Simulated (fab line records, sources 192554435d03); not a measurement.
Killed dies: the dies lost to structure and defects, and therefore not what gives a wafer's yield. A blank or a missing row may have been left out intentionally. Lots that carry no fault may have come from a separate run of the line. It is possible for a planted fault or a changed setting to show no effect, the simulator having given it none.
Matching of chambers + flow n5-finfet + uv-cure-01 running N5_BEOL_M9_CURE_71: 3 sister chambers
The step cures SiCOH lowk, time 240 s. 3 wafers are shown with their chamber, then 11 later ones without.

## EACH WAFER AND ITS CHAMBER
| wafer  | chamber | wafer_temp_C_max |
|--------|---------|------------------|
| L074.6 | 1       | 386.8            |
| L084.6 | 0       | 386.7            |
| L089.2 | 2       | 386.5            |

## WAFERS MISSING THEIR CHAMBER
| wafer  | wafer_temp_C_max |
|--------|------------------|
| L089.3 | 386.6            |
| L089.6 | 387.1            |
| L092.1 | 386.8            |
| L092.4 | 386.7            |
| L092.6 | 387.2            |
| L093.1 | 385.6            |
| L093.4 | 386.3            |
| L093.5 | 385.8            |
| L097.1 | 386.5            |
| L097.4 | 386.3            |
| L097.5 | 387.1            |

## CHAMBER TAKEN BY EACH
| wafer  | from the rows above          | in truth |
|--------|------------------------------|----------|
| L089.3 | can't be placed: 0 or 2 or 1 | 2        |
| L089.6 | can't be placed: 1 or 0 or 2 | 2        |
| L092.1 | can't be placed: 1 or 0 or 2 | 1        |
| L092.4 | can't be placed: 0 or 1 or 2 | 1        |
| L092.6 | can't be placed: 1 or 0 or 2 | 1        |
| L093.1 | can't be placed: 2 or 0 or 1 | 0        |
| L093.4 | can't be placed: 2 or 0 or 1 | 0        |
| L093.5 | can't be placed: 2 or 0 or 1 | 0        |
| L097.1 | can't be placed: 2 or 0 or 1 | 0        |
| L097.4 | can't be placed: 2 or 0 or 1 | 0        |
| L097.5 | can't be placed: 1 or 0 or 2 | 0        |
Placed correctly: 0 of 11. Can't be placed from these rows: 11 (the true chamber is among the candidates in 11). Placed wrongly: 0.
How it was worked out, from the rows above alone: a wafer's distance from a chamber is the root of the sum, over the readings, of the square of ((its reading less the chamber's mean) divided by the reading's scatter). The wafer belongs to the nearest chamber; if the next one is less than 2 further off, it can't be placed. For every chamber, the mean is computed from those of its wafers that are shown. The scatter (one wafer shown for each chamber): square how far every hidden wafer sits from the nearest shown wafer, average those squares and take the square root.
